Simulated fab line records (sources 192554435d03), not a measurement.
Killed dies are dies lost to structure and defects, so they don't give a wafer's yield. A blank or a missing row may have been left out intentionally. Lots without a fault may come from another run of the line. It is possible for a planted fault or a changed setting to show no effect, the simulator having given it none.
8D (eight disciplines) problem report, filled in by code -- flow n5-finfet -- the parts of the form that need people (team, actions taken, sign-off) are left out

== 1. WHAT WENT WRONG ==
At N5_BEOL_M15_COAT_22, spin-speed-rpm averages 1777.0 rpm over 6 wafers from 2 lots, while fault-free wafers read 1704.0 rpm, standard deviation 1.3. Measured from the usual mean, that is +56 standard deviations.
The step: resist thk 800 nm.
The first sign was on wafer L713.1 at day 14 16:07, on litho-track-02. Wafers with a number at this step in the record: 18, from 6 lots. By rule, "out" or "out of limits" means more than 4 standard deviations away from the usual mean. The rest of the wafers with a number are treated as sound.

== 2. WHAT IT IS AND WHAT IT IS NOT ==
question,is,is not
which readings at this step,spin-speed-rpm,-
which lots,"L711, L713","L699, L707, L719, L720"
which wafers of those lots,all that have a number,-
read on which tools,litho-track-02,"litho-track-01, litho-track-03"
when,from day 14 16:07,"up to then (6 sound wafers); but 6 sound wafers of L719, L720 came after"

== 3. WHAT RULES OUT EACH SUSPECT ==
Counting: a tool at a process step up to the reading stays a suspect if it ran every lot that is out and no sound lot after the first of them.
- litho-track-02 at N5_BEOL_M15_COAT_22 (resist thk 800 nm): ruled out as a lasting fault. Sound lots L720 ran on it after its first lot that is out, L713 (day 14 16:07).
Left after counting: nothing in the record.

== 4. THE CAUSE (what the simulator had put in) ==
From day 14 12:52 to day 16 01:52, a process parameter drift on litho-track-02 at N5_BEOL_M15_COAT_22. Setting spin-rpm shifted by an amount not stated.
Counting ruled it out, wrongly.

== 5. THE CHAIN OF EFFECTS, in route order ==
Each row: a reading whose mean over the struck wafers that have a number lies more than 3 standard deviations from the usual. Scope: only readings with a usual standard deviation given in the record; hours: median across lots of the time from each lot's start at the first step in this table that gives one to its start at this step; sigmas: change in usual standard deviations.
hours,step,reading,usual,on struck wafers,change,sigmas
0,N5_BEOL_M15_COAT_22,spin-speed-rpm,1704.0 rpm,1777.0,+73.0,+56
Process steps it contains:
- N5_BEOL_M15_COAT_22: resist thk 800 nm.
Later steps that measure or inspect, where all struck wafers having a row at the step show a number for every such reading and not one has moved that far: N5_BEOL_M15_CD_MEAS_28, N5_BEOL_M15_OVL_MEAS_29, N5_BEOL_M15_INSPECT_30.

== 6. WHAT WOULD HAVE CAUGHT IT SOONER ==
In this record no reading fell out of limits until day 14 16:07, 3 hours after the fault had begun at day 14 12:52.
